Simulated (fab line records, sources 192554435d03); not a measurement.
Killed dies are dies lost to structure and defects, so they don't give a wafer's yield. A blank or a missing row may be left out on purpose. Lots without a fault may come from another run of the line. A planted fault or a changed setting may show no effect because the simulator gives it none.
Chamber matching | flow n5_finfet | N5_BEOL_M5_PRE_CLEAN_77 on cvd_co-02: 3 sister chambers
The step time 15 s. 20 wafers are shown with their chamber, then 10 later ones without.

WAFERS WITH THEIR CHAMBER
wafer  | chamber | heater_power_w (W)
L108.1 | 2       | 106
L108.2 | 1       | 79
L108.4 | 0       | 58
L111.2 | 0       | 58
L111.5 | 0       | 58
L111.6 | 1       | 79
L115.1 | 0       | 57
L115.5 | 1       | 80
L115.6 | 0       | 58
L117.2 | 2       | 106
L117.4 | 1       | 80
L117.5 | 0       | 59
L118.2 | 2       | 103
L118.5 | 0       | 58
L118.6 | 2       | 104
L119.2 | 1       | 79
L119.3 | 2       | 104
L119.4 | 0       | 58
L121.4 | 1       | 79
L121.5 | 2       | 105

SIGNATURES (means of the wafers above)
reading        | chamber 0 | chamber 1 | chamber 2 | scatter within a chamber
heater_power_w | 58.00     | 79.33     | 104.67    | 0.792
Rule: a wafer's distance from a chamber is the root of the sum, over the readings, of the square of ((its reading less the chamber's mean) divided by the reading's scatter). The wafer belongs to the nearest chamber; if the next one is less than 2 further off, it can't be placed. The scatter: the root of (the sum of the squares of (reading less its chamber's mean) over the shown wafers, divided by (wafers less chambers)).

WAFERS WITHOUT THEIR CHAMBER
wafer  | heater_power_w (W)
L121.6 | 58
L125.2 | 79
L125.3 | 107
L125.5 | 107
L128.1 | 58
L128.4 | 80
L128.6 | 107
L129.1 | 60
L129.3 | 108
L129.4 | 78

WHICH CHAMBER EACH WENT THROUGH
wafer  | from the rows above | in truth
L121.6 | 0                   | 0
L125.2 | 1                   | 1
L125.3 | 2                   | 2
L125.5 | 2                   | 2
L128.1 | 0                   | 0
L128.4 | 1                   | 1
L128.6 | 2                   | 2
L129.1 | 0                   | 0
L129.3 | 2                   | 2
L129.4 | 1                   | 1
Placed correctly: 10 of 10. Can't be placed from these rows: 0. Placed wrongly: 0.
